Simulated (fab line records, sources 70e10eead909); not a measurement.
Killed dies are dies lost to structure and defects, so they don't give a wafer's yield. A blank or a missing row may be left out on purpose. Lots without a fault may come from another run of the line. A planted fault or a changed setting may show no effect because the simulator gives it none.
fab line records | flow nand_harc
record lots=6 wafers=18 last_day=31
route steps=1302 shown P_M0@278 P_M1@285 END@1302
lots that met no fault: from a run of the same line without faults
start_h: hours from the record's first day to the start of the lot's first wafer shown | wait_h: hours since the lot's step before | " the same as in the row above | L1.1+2: a row that stands for several wafers | - no value, or no start given | * or withheld: withheld | < > ~ a bound
route shown NAME@n: a module of which the file shows steps, and the number in the route of the first | usual: mean/standard deviation of fault-free wafers | same: alike in all rows | chamber/n: place in a boat | sites: the reading at each site | _std_site: their standard deviation | _edge_site: outer sites' mean less inner sites' | radius_mm: how far each site lies from the wafer's centre | mask NAME#n: copy n | behind: the tool/chamber that last shaped the wafer | hold: why the lot was held/for how many hours/how that ended | device: the transistor (n, p or np) that didn't switch | end of line: the same wafers' tests at the end of the route | a step without rows: its recipe alone | killed: dies lost to structure and defects at the first sort, not the wafer's yield | map: a wafer's dies, x killed, . not, _ none there
set.NAME: the setting as run; set.NAME@STEP: as run at that earlier step | model.NAME: the simulator's own value behind a step, which no gauge read
lots at some steps of the route; a table a step, a row a wafer
services: from which hour (start_h, from the record's first day; less than 0 if before it) a tool's chamber was out of use, for how many hours, and why
## steps
# step NHARC_P_M0_CMP_23
# recipe t_overpolish_s=20 target_thk_nm=117.54
# usual motor_current_A=12.6/0.71 time_to_endpoint_s=28.9/1.8
# columns lot.wafer tool chamber start_h wait_h motor_current_A time_to_endpoint_s
L819.1 cmp-02 3 127.89 - 14.0 28.8
L819.3 " 0 " " 11.5 27.5
L819.6 " 3 " " 13.0 29.0
L821.4 cmp-01 1 145.48 - 13.1 28.7
L821.5 " 2 " " 12.4 29.2
L821.6 " 3 " " 12.4 32.9
L826.1 cmp-01 0 205.30 - 12.7 26.8
L826.4 " 2 " " 12.2 27.7
L826.2 " 3 " " 11.9 26.2
L828.1 cmp-04 2 215.69 - 12.2 28.7
L828.5 " 2 " " 12.0 28.7
L828.6 " 3 " " 13.0 29.2
L835.3 cmp-04 0 289.25 - 12.4 28.8
L835.1 " 1 " " 12.6 27.2
L835.4 " 2 " " 11.9 28.3
L836.4 cmp-01 0 291.22 - 12.9 26.6
L836.1 " 2 " " 12.9 28.4
L836.3 " 3 " " 11.9 30.5
# step NHARC_P_M0_THK_MEAS_24
# recipe thk_meas_gauge=xrf
# usual thk_nm=117.7/1.5
# columns lot.wafer tool chamber start_h wait_h thk_nm
L819.1 film_metro-01 - 128.20 - 117.7
L819.3 " - " " 119.3
L819.6 " - " " 119.2
L821.4 film_metro-02 - 145.71 - 115.5
L821.5 " - " " 115.3
L821.6 " - " " 117.0
L826.1 film_metro-01 - 205.62 - 116.9
L826.2 " - " " 119.1
L826.4 " - " " 115.8
L828.1 film_metro-02 - 216.00 - 121.3
L828.5 " - " " 119.2
L828.6 " - " " 117.7
L835.1 film_metro-01 - 289.56 - 115.1
L835.3 " - " " 117.2
L835.4 " - " " 116.4
L836.1 film_metro-02 - 291.53 - 120.3
L836.3 " - " " 117.6
L836.4 " - " " 117.3
# step NHARC_P_M0_SRD_25
# step NHARC_P_M0_INSPECT_27
# usual raw_defect_count=308/110
# columns lot.wafer tool chamber start_h wait_h raw_defect_count
L819.1 defect_inspect-02 - 128.38 0.0 391
L819.3 " - " " 491
L819.6 " - " " 319
L821.4 defect_inspect-02 - 145.87 0.0 185
L821.5 " - " " 185
L821.6 " - " " 236
L826.1 defect_inspect-02 - 205.78 0.0 315
L826.2 " - " " 443
L826.4 " - " " 691
L828.1 defect_inspect-02 - 216.16 0.0 259
L828.5 " - " " 300
L828.6 " - " " 513
L835.1 defect_inspect-01 - 289.72 0.0 260
L835.3 " - " " 356
L835.4 " - " " 279
L836.1 defect_inspect-01 - 291.69 0.0 261
L836.3 " - " " 334
L836.4 " - " " 270
# step NHARC_P_M0_PRE_CLEAN_31
# recipe time_s=12 temp_c=370 rf_power_w=300 gas=NH3
# usual heater_power_w=620/84
# columns lot.wafer tool chamber start_h wait_h heater_power_w
L819.1 pecvd-04 2 128.45 0.1 722
L819.3 " 1 " " 709
L819.6 " 2 " " 704
L821.6 pecvd-03 1 145.97 0.1 664
L821.5 " 2 " " 511
L821.4 " 0 " " 564
L826.2 pecvd-01 1 205.84 0.1 673
L826.1 " 2 " " 605
L826.4 " 1 " " 651
L828.1 pecvd-03 0 216.23 0.1 550
L828.6 " 1 " " 590
L828.5 " 2 " " 484
L835.3 pecvd-04 1 289.79 0.1 745
L835.1 " 0 " " 530
L835.4 " 0 " " 521
L836.1 pecvd-03 2 291.77 0.1 485
L836.3 " 0 " " 605
L836.4 " 0 " " 616
# step NHARC_P_M0_DEP_32
# recipe target_thk_a=300 temp_c=370 target_thk_nm=30 pressure_torr=3 flow_sccm=200 rf_w=450 material=SiCN
# usual heater_power_w=567/82
# columns lot.wafer tool chamber start_h wait_h heater_power_w
L819.1 pecvd-04 2 128.53 0.1 715
L819.3 " 1 " " 635
L819.6 " 2 " " 719
L821.6 pecvd-03 1 146.14 0.2 499
L821.5 " 2 " " 425
L821.4 " 0 " " 523
L826.2 pecvd-01 1 205.92 0.1 607
L826.1 " 2 " " 539
L826.4 " 1 " " 615
L828.1 pecvd-03 0 216.31 0.1 554
L828.6 " 1 " " 572
L828.5 " 2 " " 448
L835.3 pecvd-04 1 289.87 0.1 676
L835.1 " 0 " " 528
L835.4 " 0 " " 537
L836.1 pecvd-03 2 291.88 0.1 417
L836.3 " 0 " " 514
L836.4 " 0 " " 505
# step NHARC_P_M1_DEP_00
# recipe target_thk_a=1825 target_thk_nm=182.5 temp_c=withheld pressure_torr=5 flow_sccm=200 rf_w=600 material=SiOC
# step NHARC_P_M1_DEHYDRATE_01
# recipe temp_c=150 time_s=120
# step NHARC_P_M1_HMDS_02
# recipe time_s=30
# step NHARC_P_M1_COAT_34
# recipe temp_c=200 time_s=65
# step NHARC_P_M1_COAT_03
# recipe spin_rpm=1500 resist_thk_nm=90
# step NHARC_P_M1_SOFTBAKE_04
# recipe temp_c=105 time_s=55
# usual heater_power_total_W=188.45/0.13
# columns lot.wafer tool chamber start_h wait_h heater_power_total_W
L819.1 litho_track-04 0 129 - 188.26
L819.3 " 0 " " 188.66
L819.6 " 0 " " 188.32
L821.4 litho_track-01 0 146 - 188.55
L821.5 " 0 " " 188.70
L821.6 " 0 " " 188.39
L826.1 litho_track-01 0 206 - 190.87
L826.2 " 0 " " 190.82
L826.4 " 0 " " 190.94
L828.1 litho_track-01 0 217 - 191.14
L828.5 " 0 " " 190.83
L828.6 " 0 " " 191.10
L835.1 litho_track-06 0 290 - 188.30
L835.3 " 0 " " 188.37
L835.4 " 0 " " 188.77
L836.1 litho_track-04 0 292 - 188.37
L836.3 " 0 " " 188.36
L836.4 " 0 " " 188.56
# step NHARC_P_M1_EBR_05
# step NHARC_END_SORT_01
# recipe temp_c=25
# usual defect_limited_yield=90.6/2.7 killed_at_array=59/19 killed_at_other=0.6/0.85 killed_at_periphery=3.8/2.5 killed_dies=64/19 killed_open=3.3/1.8 killed_short=2.2/1.6
# same gross_dies=677
# columns lot.wafer tool chamber start_h wait_h defect_limited_yield[%] killed_at_array killed_at_other killed_at_periphery killed_dies killed_open killed_short
L819.1 prober-02 0 565.02 2.5 96.6 16 1 6 23 4 2
L819.3 prober-02 0 566.61 3.1 96.3 17 3 5 25 3 2
L819.6 prober-02 0 569.01 4.0 96.2 16 3 7 26 3 0
L821.4 prober-01 0 579.48 3.4 96.0 25 0 2 27 1 3
L821.5 prober-01 0 580.28 3.7 94.8 30 1 4 35 4 2
L821.6 prober-01 0 581.08 4.0 96.3 19 0 6 25 0 3
L826.1 prober-01 0 644.56 2.5 92.0 52 0 2 54 0 2
L826.2 prober-01 0 645.35 2.8 89.5 69 0 2 71 6 2
L826.4 prober-01 0 646.93 3.4 90.8 59 1 2 62 4 1
L828.1 prober-02 0 644.58 2.5 90.8 57 1 4 62 1 1
L828.5 prober-02 0 647.79 3.7 92.0 52 1 1 54 1 3
L828.6 prober-02 0 648.60 4.0 91.7 53 2 1 56 0 2
L836.1 prober-01 0 727.56 2.5 89.5 67 2 2 71 1 0
L836.3 prober-01 0 729.14 3.1 86.1 92 1 1 94 4 1
L836.4 prober-01 0 729.93 3.4 89.4 66 1 5 72 4 3
L835.1 prober-02 0 736.17 2.5 91.6 55 0 2 57 5 0
L835.3 prober-02 0 737.79 3.1 90.3 61 0 5 66 0 2
L835.4 prober-02 0 738.59 3.4 91.4 53 0 5 58 4 3
# killed by level:class
L819.1 A_CHANNEL_HOLE_D1:chamber_film_flake=4 A_CHANNEL_HOLE_D2:chamber_film_flake=4 P_ZERO_WELL:chamber_film_flake=2 P_GATE:chamber_film_flake=2 P_CONTACT:geometric_particle:open=1 P_M1:geometric_particle:open=1 A_CHANNEL_FILL_D1:geometric_particle:short=1 A_DECK1_JOINT:geometric_particle:short=1
L819.3 A_CHANNEL_HOLE_D2:chamber_film_flake=8 THIN_TSV:chamber_film_flake=3 P_STI:chamber_film_flake=2 A_CHANNEL_HOLE_D1:chamber_film_flake=2 P_CONTACT:geometric_particle:open=1 P_M0:geometric_particle:short=1 A_CHANNEL_FILL_D1:geometric_particle:short=1 A_WL_FILL:geometric_particle:open=1
L819.6 A_CHANNEL_HOLE_D2:chamber_film_flake=5 P_ZERO_WELL:chamber_film_flake=4 A_WL_FILL:chamber_film_flake=3 THIN_TSV:chamber_film_flake=3 A_CONTACT:chamber_film_flake=2 P_CONTACT:geometric_particle:open=1 A_ONON_D1:geometric_particle:open=1 A_CHANNEL_FILL_D1:geometric_particle:open=1
L821.4 A_CHANNEL_HOLE_D2:chamber_film_flake=5 A_SLIT:chamber_film_flake=4 A_CONTACT:chamber_film_flake=3 P_GATE:chamber_film_flake=2 A_CHANNEL_HOLE_D1:chamber_film_flake=2 A_STAIRCASE:chamber_film_flake=2 A_WL_FILL:chamber_film_flake=2 A_M0:chamber_film_flake=2
L821.5 A_CHANNEL_HOLE_D2:chamber_film_flake=9 A_STAIRCASE:chamber_film_flake=4 A_CHANNEL_HOLE_D1:chamber_film_flake=3 A_CONTACT:chamber_film_flake=3 A_M0:geometric_particle:open=2 P_ZERO_WELL:chamber_film_flake=2 A_WL_FILL:chamber_film_flake=2 A_M0:chamber_film_flake=2
L821.6 A_CHANNEL_HOLE_D2:chamber_film_flake=8 P_GATE:chamber_film_flake=5 A_WL_FILL:chamber_film_flake=3 A_STAIRCASE:chamber_film_flake=2 A_ONON_D1:geometric_particle:short=1 A_ONON_D2:geometric_particle:short=1 A_BLC:geometric_particle:short=1 P_CONTACT:chamber_film_flake=1
L826.1 A_CHANNEL_HOLE_D1:chamber_film_flake=31 A_CHANNEL_HOLE_D2:chamber_film_flake=14 A_CHANNEL_FILL_D1:chamber_film_flake=2 A_SLIT:chamber_film_flake=2 P_CONTACT:geometric_particle:short=1 A_WL_FILL:geometric_particle:short=1 P_STI:chamber_film_flake=1 A_WL_FILL:chamber_film_flake=1
L828.1 A_SLIT:chamber_film_flake=35 A_CHANNEL_HOLE_D2:chamber_film_flake=6 A_CHANNEL_HOLE_D1:chamber_film_flake=5 A_WL_FILL:chamber_film_flake=4 P_ZERO_WELL:chamber_film_flake=3 A_ZERO_WELL:chamber_film_flake=2 A_CHANNEL_FILL_D1:chamber_film_flake=2 A_DECK1_JOINT:geometric_particle:open=1
L826.2 A_CHANNEL_HOLE_D2:chamber_film_flake=33 A_CHANNEL_HOLE_D1:chamber_film_flake=24 A_ONON_D1:geometric_particle:open=2 A_CONTACT:chamber_film_flake=2 P_GATE:geometric_particle:open=1 A_ONON_D1:geometric_particle:short=1 A_ONON_D2:geometric_particle:open=1 A_CHANNEL_HOLE_D2:geometric_particle:open=1
L826.4 A_CHANNEL_HOLE_D2:chamber_film_flake=31 A_CHANNEL_HOLE_D1:chamber_film_flake=21 P_CONTACT:geometric_particle:open=2 A_CHANNEL_FILL_D1:chamber_film_flake=2 A_CHANNEL_FILL_D1:geometric_particle:short=1 A_SGD_CUT:geometric_particle:open=1 A_BLC:geometric_particle:open=1 A_CHANNEL_FILL_D2:chamber_film_flake=1
L828.5 A_SLIT:chamber_film_flake=25 A_CHANNEL_HOLE_D2:chamber_film_flake=9 A_CHANNEL_HOLE_D1:chamber_film_flake=7 A_CHANNEL_FILL_D1:geometric_particle:short=3 A_STAIRCASE:chamber_film_flake=2 A_CHANNEL_FILL_D1:chamber_film_flake=2 A_WL_FILL:chamber_film_flake=2 A_SGD_CUT:geometric_particle:open=1
L828.6 A_SLIT:chamber_film_flake=28 A_CHANNEL_HOLE_D2:chamber_film_flake=15 A_STAIRCASE:chamber_film_flake=4 A_CHANNEL_HOLE_D1:chamber_film_flake=3 THIN_TSV:chamber_film_flake=2 A_ONON_D1:geometric_particle:short=1 A_WL_FILL:geometric_particle:short=1 P_ZERO_WELL:chamber_film_flake=1
L836.1 A_CHANNEL_HOLE_D1:chamber_film_flake=24 A_CHANNEL_HOLE_D2:chamber_film_flake=21 A_CONTACT:chamber_film_flake=4 A_SGD_CUT:chamber_film_flake=4 A_CHANNEL_FILL_D2:chamber_film_flake=3 A_STAIRCASE:chamber_film_flake=3 A_ZERO_WELL:chamber_film_flake=2 A_SLIT:chamber_film_flake=2
L836.3 A_CHANNEL_HOLE_D1:chamber_film_flake=47 A_CHANNEL_HOLE_D2:chamber_film_flake=20 A_CONTACT:chamber_film_flake=5 A_SGD_CUT:chamber_film_flake=3 A_ZERO_WELL:chamber_film_flake=2 A_CHANNEL_FILL_D1:chamber_film_flake=2 A_CHANNEL_FILL_D2:chamber_film_flake=2 A_STAIRCASE:chamber_film_flake=2
L836.4 A_CHANNEL_HOLE_D1:chamber_film_flake=23 A_CHANNEL_HOLE_D2:chamber_film_flake=20 A_SGD_CUT:chamber_film_flake=3 A_WL_FILL:chamber_film_flake=3 A_M1:chamber_film_flake=3 P_M0:geometric_particle:open=2 A_SLIT:chamber_film_flake=2 A_STAIRCASE:chamber_film_flake=2
L835.1 A_SLIT:chamber_film_flake=27 A_CHANNEL_HOLE_D1:chamber_film_flake=11 A_CONTACT:chamber_film_flake=5 A_ZERO_WELL:chamber_film_flake=2 A_CHANNEL_FILL_D2:chamber_film_flake=2 A_STAIRCASE:chamber_film_flake=2 P_M0:geometric_particle:open=1 A_DECK1_JOINT:geometric_particle:open=1
L835.3 A_SLIT:chamber_film_flake=35 A_CHANNEL_HOLE_D1:chamber_film_flake=12 A_CONTACT:chamber_film_flake=7 P_GATE:chamber_film_flake=3 P_ZERO_WELL:chamber_film_flake=2 A_STAIRCASE:chamber_film_flake=2 A_WL_FILL:chamber_film_flake=2 A_CHANNEL_HOLE_D1:geometric_particle:short=1
L835.4 A_SLIT:chamber_film_flake=32 A_CHANNEL_HOLE_D1:chamber_film_flake=7 A_CONTACT:chamber_film_flake=4 P_STI:chamber_film_flake=2 P_GATE:chamber_film_flake=2 A_STAIRCASE:chamber_film_flake=2 P_GATE:geometric_particle:open=1 A_ONON_D1:geometric_particle:short=1
## services
# columns tool chamber start_h hours kind
cmp-02 - 104.95 3.3 repair
pecvd-01 2 106.40 4.0 repair
cmp-01 - 108.24 0.3 repair
cmp-04 - 111.00 4.0 pm
cmp-01 - 112.49 1.5 repair
cmp-04 - 115.92 2.6 repair
pecvd-01 - 130.21 13.0 pm
cmp-02 - 134.50 4.0 pm
litho_track-01 - 155.00 7.0 pm
litho_track-06 - 179.00 7.0 pm
pecvd-03 - 185.00 13.0 pm
cmp-01 - 185.50 4.0 pm
litho_track-04 - 203.00 7.0 pm
cmp-04 - 209.09 4.0 pm
cmp-01 - 216.78 6.4 repair
cmp-02 - 231.31 0.6 repair
pecvd-03 0 237.07 6.9 repair
cmp-01 - 241.88 2.2 repair
pecvd-04 - 245.04 1.2 repair
cmp-01 - 245.74 2.5 repair
cmp-01 - 248.45 21.3 repair
pecvd-01 - 266.43 0.6 repair
pecvd-04 - 269.34 13.0 pm
cmp-01 - 283.50 4.0 pm
## key
first_sign step=NHARC_P_M1_SOFTBAKE_04 reading=heater_power_total_W direction=up sigmas=19 usual=* struck=*
effect none on later readings
met_at NHARC_P_M1_SOFTBAKE_04
struck_wafers L826.1,L826.2,L826.4,L828.1,L828.5,L828.6
onset_between 146 206
fault kind=process_parameter_drift tool=litho_track-01 chamber=- onset_h=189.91 steps=NHARC_P_M1_SOFTBAKE_04 channel=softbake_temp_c offset=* shape=step end_h=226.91 acts_in=* stated=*
